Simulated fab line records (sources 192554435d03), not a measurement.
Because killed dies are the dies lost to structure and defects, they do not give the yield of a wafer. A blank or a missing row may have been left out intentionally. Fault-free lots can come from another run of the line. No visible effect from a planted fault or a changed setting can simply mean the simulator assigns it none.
Lot-split experiment -- flow n5Finfet -- 21 wafers read from 7 lots, route of 1938 steps

## THE SPLIT ITSELF
At N5_BEOL_M10_TRENCH_ETCH_37 (etches SiCOH lowk in C4F6/O2, target depth 148.83 nm, time 48 s), the setting sourceW was moved away from the recipe's 345 W on 9 of the 21 wafers read, by -17.7% to +18.0%. The other wafers ran this setting at the recipe's value.

## FROM THE SPLIT TO THE READING: what the file shows between them, 11 steps
- N5_BEOL_M10_ETCH_41: etches SiCN in CH3F/O2, target depth 42.6 nm, time 86 s
- N5_BEOL_M10_STRIP_77: strips in N2/H2, time 10 s
- N5_BEOL_M10_OCD_MEAS_38
- N5_BEOL_M10_HM_STRIP_39: strips TiN in peroxide tin strip, target depth 25 nm, time 158 s
- N5_BEOL_M10_SRD_40: time 30 s
- N5_BEOL_M10_ECD_50: material Cu, target thk 318 nm
- N5_BEOL_M10_ANNEAL_51: time 90 s
- N5_BEOL_M10_CMP_52: polishes, stops on SiCOH lowk, t overpolish 7 s, target thk 140 nm
- N5_BEOL_M10_THK_MEAS_53: measures by xrf
- N5_BEOL_M10_PRE_CLEAN_55: time 15 s
- N5_BEOL_M10_DEP_56: deposits SiCN from 3MS/NH3, target thk 15 nm, time 26.5 s

## THE READING
At N5_BEOL_M10_RS_MEAS_57, a four-point-probe measurement gives M10_RS in ohm/sq. On this fab line, fault-free wafers typically give 0.1512 ohm/sq with a standard deviation of 0.0028 ohm/sq.

wafer,"tool, chamber at the split","sourceW as run, W",against the recipe,"M10_RS, ohm/sq",against lot-mates on the recipe
L074.1,"rieDiel-06, 0",328.7,-4.7%,0.1525,no lot-mate on the recipe
L074.2,"rieDiel-06, 2",328.7,-4.7%,0.1538,no lot-mate on the recipe
L074.4,"rieDiel-06, 1",328.7,-4.7%,0.1555,no lot-mate on the recipe
L076.4,"rieDiel-01, 0",345,recipe,0.1524,-
L076.5,"rieDiel-01, 3",287.9,-16.6%,0.1636,+0.0119
L076.6,"rieDiel-01, 1",345,recipe,0.1510,-
L078.2,"rieDiel-06, 1",345,recipe,0.1500,-
L078.4,"rieDiel-06, 3",407,+18.0%,0.1374,-0.0126
L078.6,"rieDiel-06, 3",407,+18.0%,0.1395,-0.0105
L084.2,"rieDiel-01, 0",345,recipe,0.1560,-
L084.5,"rieDiel-01, 0",345,recipe,0.1549,-
L084.6,"rieDiel-01, 3",345,recipe,0.1530,-
L087.1,"rieDiel-06, 2",292.5,-15.2%,0.1630,+0.0149
L087.5,"rieDiel-06, 3",345,recipe,0.1481,-
L087.6,"rieDiel-06, 2",292.5,-15.2%,0.1639,+0.0158
L090.1,"rieDiel-06, 3",345,recipe,0.1520,-
L090.3,"rieDiel-06, 2",345,recipe,0.1516,-
L090.6,"rieDiel-06, 1",345,recipe,0.1527,-
L095.2,"rieDiel-01, 1",345,recipe,0.1538,-
L095.4,"rieDiel-01, 0",283.9,-17.7%,0.1729,+0.0224
L095.6,"rieDiel-01, 2",345,recipe,0.1471,-

FIT RESULTS
A straight line over all 21 wafers: M10_RS changes by -0.00081 ohm/sq for each +1% of sourceW; r = -0.94; the points scatter about the line by 0.0027 ohm/sq.
The same after taking each lot's own level away (the mean of its wafers on the recipe; 18 wafers): -0.000854 ohm/sq for each +1%; r = -0.96; scatter 0.0027 ohm/sq.
According to that fit, moving sourceW by its largest amount changes the reading by 0.015 ohm/sq.
From 0.14810 to 0.15463 ohm/sq: that is the span of the lots' own levels, equal to 2.3 times the standard deviation above.
Hence the lot-to-lot level has little effect on the slope; both slopes agree.
Check: -0.0151 ohm/sq against its lot-mates is what the line predicts for one of the wafers moved furthest among these (+18.0%) when that wafer is left out of the fit. Against them it came out at -0.0126 ohm/sq.
Tool readings at the split's step, against how far the setting was moved: rfVppV r = -0.98.

## THESE WAFERS: OTHER SPLITS
These wafers also went through other splits before the reading. Each is held against what the fit with the lots' levels taken away leaves over:
other split on the same wafers,wafers away from the commonest value,r with M10_RS (lot level and that fit taken away)
N5_BEOL_M9_COAT_22 spinRpm,7,+0.01
N5_BEOL_M10_VIA_ETCH_34 timeS,9,+0.72

## THE WHOLE CHAIN: every reading that the file lists as answering this split, in the file's order
step,what it does,reading,change (the file's fit),r (the file's)
N5_BEOL_M10_TRENCH_ETCH_37,"etches SiCOH lowk in C4F6/O2, target depth 148.83 nm, time 48 s",rfVppV,-3.42 V for each +1% of the setting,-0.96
N5_BEOL_M10_TRENCH_ETCH_37,"etches SiCOH lowk in C4F6/O2, target depth 148.83 nm, time 48 s","etch.depthNm (the simulator's own value, which no gauge read)",+0.666 nm for each +1% of the setting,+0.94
N5_BEOL_M10_TRENCH_ETCH_37,"etches SiCOH lowk in C4F6/O2, target depth 148.83 nm, time 48 s","BEOL_M10.featureDepthNm (the simulator's own value, which no gauge read)",+0.67 nm for each +1% of the setting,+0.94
N5_BEOL_M10_OCD_MEAS_38,,trenchDepthNm,+0.661 nm for each +1% of the setting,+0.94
N5_BEOL_M10_CMP_52,"polishes, stops on SiCOH lowk, t overpolish 7 s, target thk 140 nm","Cu_of_BEOL_M10_ECD_50.thkNm (the simulator's own value, which no gauge read)",+0.718 nm for each +1% of the setting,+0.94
N5_BEOL_M10_THK_MEAS_53,measures by xrf,M10_THK,+0.748 for each +1% of the setting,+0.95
N5_BEOL_M10_RS_MEAS_57,measures by four-point-probe,M10_RS,-0.000908 for each +1% of the setting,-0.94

## THE FILE'S OWN FIT
M10_RS changes by -0.000908 ohm/sq for each +1% of sourceW, r = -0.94.
